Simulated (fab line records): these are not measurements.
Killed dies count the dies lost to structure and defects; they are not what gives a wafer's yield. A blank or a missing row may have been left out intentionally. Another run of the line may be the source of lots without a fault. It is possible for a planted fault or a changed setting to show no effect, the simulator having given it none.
A single fault, viewed from 2 desks :: flow n5_finfet :: each desk has only its own numbers; what lay behind them comes last

== FROM THE METROLOGY DESK ==
Means of the sampled wafers that have a number, per lot and without regard to the tool the lot ran on: this is what the gauges read. The brackets show how far a lot's mean lies from the usual mean; more than 4 standard deviations puts the lot out of limits, marked OUT.
Columns: A = M15_OVL at N5_BEOL_M15_OVL_MEAS_29, usual 3 nm
lot: L532
first seen here: day 12 15:19
A: 7

lot: L535
first seen here: day 13 14:31
A: 7

lot: L539
first seen here: day 14 14:49
A: 0

lot: L541
first seen here: day 15 07:01
A: -6

lot: L546
first seen here: day 16 09:28
A: 4

lot: L547
first seen here: day 17 00:07
A: 10

lot: L545
first seen here: day 17 00:30
A: 5

lot: L551
first seen here: day 17 10:11
A: 5

lot: L552
first seen here: day 18 06:25
A: -4

lot: L553
first seen here: day 18 07:28
A: 0

lot: L555
first seen here: day 19 12:54
A: 6
This desk's verdict: no lot among the 11 shows anything out of limits.

== DESK OF THE TOOL OWNER: rie_diel-05 ==
The tool's own readings at N5_BEOL_M15_ETCH_38 (etches SiCN in CF4/N2, target depth 106.4 nm, time 120.5 s): means of the sampled wafers that have a number, for each lot that ran on this tool. The brackets show how far a lot's mean lies from the usual mean; more than 4 standard deviations puts the lot out of limits, marked OUT.
Columns: A = drypump_motor_current_A at N5_BEOL_M15_ETCH_38, usual 5.6 A; B = oes_product_au at N5_BEOL_M15_ETCH_38, usual 0.79 a.u.; C = rf_vpp_V at N5_BEOL_M15_ETCH_38, usual 381.9 V; D = showerhead_plenum_p_Torr at N5_BEOL_M15_ETCH_38, usual 2.19 Torr; E = throttle_valve_pct at N5_BEOL_M15_ETCH_38, usual 15.47 %
lot: L532
first seen here: day 12 21:18
A: 5.3
B: 0.81
C: 381.9
D: 2.19
E: 15.35

lot: L541
first seen here: day 15 09:05
A: 5.8
B: 0.84
C: 382.4
D: 2.20
E: 15.24

lot: L546
first seen here: day 16 10:11
A: 5.7
B: 0.86
C: 383.3
D: 2.20
E: 15.16

lot: L547
first seen here: day 17 01:13
A: 5.6
B: 1.14
C: 383.4
D: 2.21
E: 15.25

lot: L551
first seen here: day 17 11:46
A: 5.7
B: 1.09
C: 382.3
D: 2.20
E: 15.19
This desk's verdict: no lot among the 5 shows anything out of limits.

== PUT TOGETHER ==
Nothing out of limits was seen by the metrology desk.
The desk of the tool owner found nothing out of limits.

== WHAT WAS PUT IN BY THE SIMULATOR ==
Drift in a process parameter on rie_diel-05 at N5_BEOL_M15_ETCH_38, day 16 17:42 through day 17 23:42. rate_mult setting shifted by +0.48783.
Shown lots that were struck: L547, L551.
